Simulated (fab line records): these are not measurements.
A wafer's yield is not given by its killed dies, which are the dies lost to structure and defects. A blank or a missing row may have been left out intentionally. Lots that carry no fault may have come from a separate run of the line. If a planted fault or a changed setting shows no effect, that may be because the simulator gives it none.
Chamber matching + flow nand_harc + rie_diel-01 running NHARC_P_GATE_DESCUM_13: 4 sister chambers
The step chemistry O2, time 3 s. 8 wafers are shown with their chamber, then 10 later ones without.

## WAFERS, EACH WITH ITS CHAMBER
| wafer  | chamber | oes_product_au (a.u.) | rf_vpp_V (V) |
|--------|---------|-----------------------|--------------|
| L077.2 | 1       | 1.012                 | 56.4         |
| L077.6 | 0       | 0.993                 | 56.8         |
| L083.6 | 2       | 0.996                 | 57.6         |
| L085.1 | 1       | 0.993                 | 58.2         |
| L085.3 | 2       | 1.001                 | 58.4         |
| L085.6 | 3       | 1.019                 | 57.4         |
| L091.1 | 3       | 1.014                 | 58.6         |
| L091.2 | 0       | 1.000                 | 57.1         |

## WAFERS MISSING THEIR CHAMBER
| wafer  | oes_product_au (a.u.) | rf_vpp_V (V) |
|--------|-----------------------|--------------|
| L091.3 | 1.020                 | 57.7         |
| L090.2 | 0.996                 | 58.6         |
| L090.4 | 1.000                 | 58.5         |
| L090.5 | 0.997                 | 57.7         |
| L094.1 | 0.998                 | 58.0         |
| L094.2 | 1.011                 | 58.5         |
| L094.3 | 1.008                 | 57.9         |
| L096.2 | 1.006                 | 57.4         |
| L096.3 | 0.997                 | 56.9         |
| L096.6 | 0.997                 | 58.2         |

## CHAMBER TAKEN BY EACH
| wafer  | from the rows above               | in truth |
|--------|-----------------------------------|----------|
| L091.3 | can't be placed: 3 or 1           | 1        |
| L090.2 | can't be placed: 2 or 1 or 0 or 3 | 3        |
| L090.4 | can't be placed: 2 or 1 or 0 or 3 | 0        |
| L090.5 | can't be placed: 2 or 1 or 0      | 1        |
| L094.1 | can't be placed: 2 or 1 or 0      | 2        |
| L094.2 | can't be placed: 3 or 2 or 1 or 0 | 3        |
| L094.3 | can't be placed: 1 or 3 or 2 or 0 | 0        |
| L096.2 | can't be placed: 1 or 2 or 0 or 3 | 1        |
| L096.3 | can't be placed: 0 or 1 or 2      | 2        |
| L096.6 | can't be placed: 2 or 1 or 0      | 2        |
Placed correctly: 0 of 10. Unplaceable from these rows: 10, with the true chamber sitting among the candidates in 10. 0 placed wrongly.
How it was worked out, from the rows above alone: a wafer's distance from a chamber is the root of the sum, over the readings, of the square of ((its reading less the chamber's mean) divided by the reading's scatter). If the next closest chamber is less than 2 further off than the closest, the wafer can't be placed; otherwise it belongs to the closest. The mean given for a chamber averages the wafers shown for that chamber. The scatter is the square root of a quotient: the sum, over the shown wafers, of each reading's squared deviation from its chamber's mean, divided by wafers minus chambers.
